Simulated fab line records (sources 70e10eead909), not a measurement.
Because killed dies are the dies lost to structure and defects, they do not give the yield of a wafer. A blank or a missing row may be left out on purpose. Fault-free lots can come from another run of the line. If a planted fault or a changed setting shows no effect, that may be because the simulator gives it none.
Which tool did it?	flow nandHarc	Sampling: 12 lots, 36 wafers, 6 of 1159 route steps

## WHAT THE GAUGES SHOWED, per wafer
NHARC_A_CHANNEL_HOLE_D1_CD_MEAS_18. Usual: cdNm reads 99 nm (standard deviation 3.2).
lot	measured	on	cdNm (nm)	flag
L561	day 8 03:41	cdSem-03	98 101 97	
L562	day 9 00:23	cdSem-01	104 97 92	
L568	day 10 13:44	cdSem-01	98 95 94	
L572	day 11 12:19	cdSem-02	103 98 98	
L571	day 11 12:46	cdSem-01	99 99 103	
L575	day 12 00:35	cdSem-01	104 102 100	
L577	day 12 08:28	cdSem-01	95 99 97	
L578	day 12 16:54	cdSem-01	100 102 98	
L579	day 12 20:35	cdSem-01	100 102 103	
L580	day 13 11:27	cdSem-03	97 99 96	
L582	day 13 19:41	cdSem-01	101 102 99	
L583	day 13 20:55	cdSem-01	104 107 99	

NHARC_A_CHANNEL_HOLE_D1_INSPECT_40. Usual: rawDefectCount reads 56 (standard deviation 16).
lot	measured	on	rawDefectCount	flag
L561	day 8 09:28	defectInspect-01	57 49 32	
L562	day 9 06:11	defectInspect-02	84 66 61	
L568	day 10 22:07	defectInspect-01	291 278 292	OFF
L572	day 11 18:04	defectInspect-01	32 38 30	
L571	day 11 18:32	defectInspect-02	304 293 318	OFF
L575	day 12 06:23	defectInspect-02	28 28 35	
L577	day 12 14:16	defectInspect-02	53 39 58	
L578	day 12 22:41	defectInspect-01	76 37 53	
L579	day 13 02:50	defectInspect-02	48 51 60	
L580	day 13 17:14	defectInspect-01	56 44 61	
L582	day 14 01:37	defectInspect-01	47 50 39	
L583	day 14 05:37	defectInspect-01	55 49 57	

NHARC_END_SORT_01. Usual: killedAtArray 31, standard deviation 11; killedAtOther 0.5, standard deviation 0.78; killedAtPeriphery 3.0, standard deviation 2; killedDies 34, standard deviation 12; killedOpen 3.2, standard deviation 2; killedShort 1.9, standard deviation 1.6.
lot	measured	on	killedAtArray	killedAtOther	killedAtPeriphery	killedDies	killedOpen	killedShort	flag
L568	day 21 17:05	prober-02	93 96 101	1 1 0	2 0 4	96 97 105	0 2 4	2 1 4	OFF
L572	day 22 06:01	prober-01	13 20 17	0 1 1	4 3 4	17 24 22	3 3 3	3 7 0	
L571	day 22 07:40	prober-02	85 95 97	0 0 0	2 3 1	87 98 98	3 4 3	0 6 0	OFF
L580	day 24 22:20	prober-02	24 31 34	0 0 0	3 3 2	27 34 36	3 3 2	1 3 2	

## WHAT TOOL EACH LOT RAN ON (gives the tool, then ch and the chambers of the sampled wafers, and finally the start)
lot	NHARC_A_CHANNEL_HOLE_D1_ETCH_16	NHARC_A_CHANNEL_HOLE_D1_ETCH_20	NHARC_A_CHANNEL_FILL_D1_ALD_02
L561	rieDiel-12 ch 0,1,2, day 8 03:41 or earlier	harEtch-01 ch 0,1, day 8 03:52	aldHk-04 ch 1,2,3, day 8 10:01
L562	rieDiel-05 ch 0,1,3, day 9 00:23 or earlier	harEtch-01 ch 0, day 9 00:38	aldHk-01 ch 2,3, day 9 06:22
L568	rieDiel-11 ch 0,1,3, day 10 13:44 or earlier	harEtch-01 ch 0,1, day 10 16:31	aldHk-04 ch 1,2, day 10 22:51
L572	rieDiel-11 ch 1,3, day 11 12:19 or earlier	harEtch-02 ch 0,1, day 11 12:33	aldHk-01 ch 2,3, day 11 19:58
L571	rieDiel-05 ch 1,2, day 11 12:46 or earlier	harEtch-01 ch 0,1, day 11 13:04	aldHk-01 ch 0,1,2, day 11 20:37
L575	rieDiel-12 ch 0,2, day 12 00:35 or earlier	harEtch-02 ch 0,1, day 12 00:50	aldHk-04 ch 0,2, day 12 06:35
L577	rieDiel-05 ch 1,2, day 12 08:28 or earlier	harEtch-02 ch 0,1, day 12 08:40	aldHk-02 ch 0,3, day 12 14:29
L578	rieDiel-05 ch 1,2, day 12 16:54 or earlier	harEtch-02 ch 0,1, day 12 17:08	aldHk-01 ch 1,2, day 12 23:25
L579	rieDiel-12 ch 0,1,2, day 12 20:35 or earlier	harEtch-02 ch 0,1, day 12 21:14	aldHk-01 ch 0,2,3, day 13 03:03
L580	rieDiel-05 ch 0,1,3, day 13 11:27 or earlier	harEtch-02 ch 0,1, day 13 11:45	aldHk-04 ch 2,3, day 13 17:26
L582	rieDiel-05 ch 0,2,3, day 13 19:41 or earlier	harEtch-02 ch 0,1, day 13 19:55	aldHk-01 ch 0,3, day 14 01:49
L583	rieDiel-12 ch 1,2,3, day 13 20:55 or earlier	harEtch-02 ch 0,1, day 14 00:08	aldHk-02 ch 0,1,3, day 14 05:52
- NHARC_A_CHANNEL_HOLE_D1_ETCH_16: etches the open film in O2/COS, target depth 3100 nm, time 806 s.
- NHARC_A_CHANNEL_HOLE_D1_ETCH_20: etches the open film in C4F8/O2/Ar, time 361.9 s, target depth 1600 nm.
- NHARC_A_CHANNEL_FILL_D1_ALD_02: deposits SiO2, target thk 6 nm, pulse time 10 s, ald cycles 60.

## AS READ BY THE TOOLS THEMSELVES (means over the sampled wafers that have a number; for cases with no such wafer, the mark the record gives instead)
NHARC_A_CHANNEL_HOLE_D1_ETCH_16. Usual: drypumpMotorCurrentA 5.6 A, standard deviation 0.43; oesProductAu 0.996 a.u., standard deviation 0.015; rfVppV 313.6 V, standard deviation 1.5; showerheadPlenumPTorr 3.08 Torr, standard deviation 0.091; throttleValvePct 28.329 %, standard deviation 0.0091.
lot	tool	drypumpMotorCurrentA (A)	oesProductAu (a.u.)	rfVppV (V)	showerheadPlenumPTorr (Torr)	throttleValvePct (%)	flag
L561	rieDiel-12	5.5	0.996	315.0	3.15	28.328	
L562	rieDiel-05	5.8	0.994	312.3	3.01	28.329	
L568	rieDiel-11	5.9	1.003	313.5	3.10	28.341	
L572	rieDiel-11	6.0	0.994	313.8	3.08	28.327	
L571	rieDiel-05	5.2	0.993	312.7	3.01	28.323	
L575	rieDiel-12	5.6	0.998	314.4	3.13	28.330	
L577	rieDiel-05	5.2	0.992	312.7	3.01	28.322	
L578	rieDiel-05	5.2	0.996	313.1	3.01	28.331	
L579	rieDiel-12	5.6	0.994	314.0	3.14	28.329	
L580	rieDiel-05	5.8	1.001	312.0	3.00	28.328	
L582	rieDiel-05	5.5	0.991	312.3	3.01	28.332	
L583	rieDiel-12	5.5	1.005	314.8	3.20	28.329	

NHARC_A_CHANNEL_HOLE_D1_ETCH_20. Usual: drypumpMotorCurrentA 5.97 A, standard deviation 0.25; showerheadPlenumPTorr 3.73 Torr, standard deviation 0.096; throttleValvePct 32.156 %, standard deviation 0.0096.
lot	tool	drypumpMotorCurrentA (A)	showerheadPlenumPTorr (Torr)	throttleValvePct (%)	flag
L561	harEtch-01	6.09	3.69	32.153	
L562	harEtch-01	6.25	3.73	32.155	
L568	harEtch-01	5.94	3.63	32.158	
L572	harEtch-02	5.87	3.77	32.148	
L571	harEtch-01	5.94	3.62	32.163	
L575	harEtch-02	5.82	3.76	32.158	
L577	harEtch-02	6.03	3.80	32.153	
L578	harEtch-02	5.86	3.76	32.162	
L579	harEtch-02	5.84	3.76	32.145	
L580	harEtch-02	5.85	3.75	32.152	
L582	harEtch-02	6.00	3.79	32.154	
L583	harEtch-02	5.87	3.75	32.151	

NHARC_A_CHANNEL_FILL_D1_ALD_02. Usual: heaterPowerW 482 W, standard deviation 42; precursorPulseHeightRel 1.000, standard deviation 0.02.
lot	tool	heaterPowerW (W)	precursorPulseHeightRel	flag
L561	aldHk-04	436	1.000	
L562	aldHk-01	500	1.004	
L568	aldHk-04	415	1.022	
L572	aldHk-01	511	1.015	
L571	aldHk-01	489	1.004	
L575	aldHk-04	423	1.001	
L577	aldHk-02	499	0.982	
L578	aldHk-01	477	1.007	
L579	aldHk-01	506	1.007	
L580	aldHk-04	440	1.012	
L582	aldHk-01	521	1.012	
L583	aldHk-02	452	1.001	

## THE ANSWER, worked out from the rows above alone
Rule: a lot counts as off when the mean over its wafers that have a number is more than 3 standard deviations away from the usual mean. Also off: a lot with no number at a reading for which 4 or more lots have one. Any other lot the step has rows for is counted as sound. Order of review: gauges by route order, followed by the tools' own readings, for which a lot's mean as printed above is used. The first step at which some lot is off is used, and at that step the reading that is off furthest; a lot without a number counts as furthest.
Off at NHARC_A_CHANNEL_HOLE_D1_INSPECT_40 (rawDefectCount): L568, L571.
If a tool, at a process step before that reading, ran all the lots that are off and no sound lot after the first of them, it fits. Not tried: the gauges at NHARC_A_CHANNEL_HOLE_D1_INSPECT_40; whatever is off there is also off at NHARC_END_SORT_01, on other tools, and gauge error can't account for it. NHARC_A_CHANNEL_HOLE_D1_ETCH_16: start missing for some lots; hours and lot order therefore follow NHARC_A_CHANNEL_HOLE_D1_CD_MEAS_18. One fits: harEtch-01 at NHARC_A_CHANNEL_HOLE_D1_ETCH_20. Its last sound lot is L562 (day 9 00:38), its first lot that is off L568 (day 10 16:31): a fault that began between those two fits.

## WHAT THE SIMULATOR HAD PUT IN
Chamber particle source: harEtch-01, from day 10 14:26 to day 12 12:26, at NHARC_A_CHANNEL_HOLE_D1_ETCH_20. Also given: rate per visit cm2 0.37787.
Shown lots that were struck: L568, L571. Same finding as the rule above.
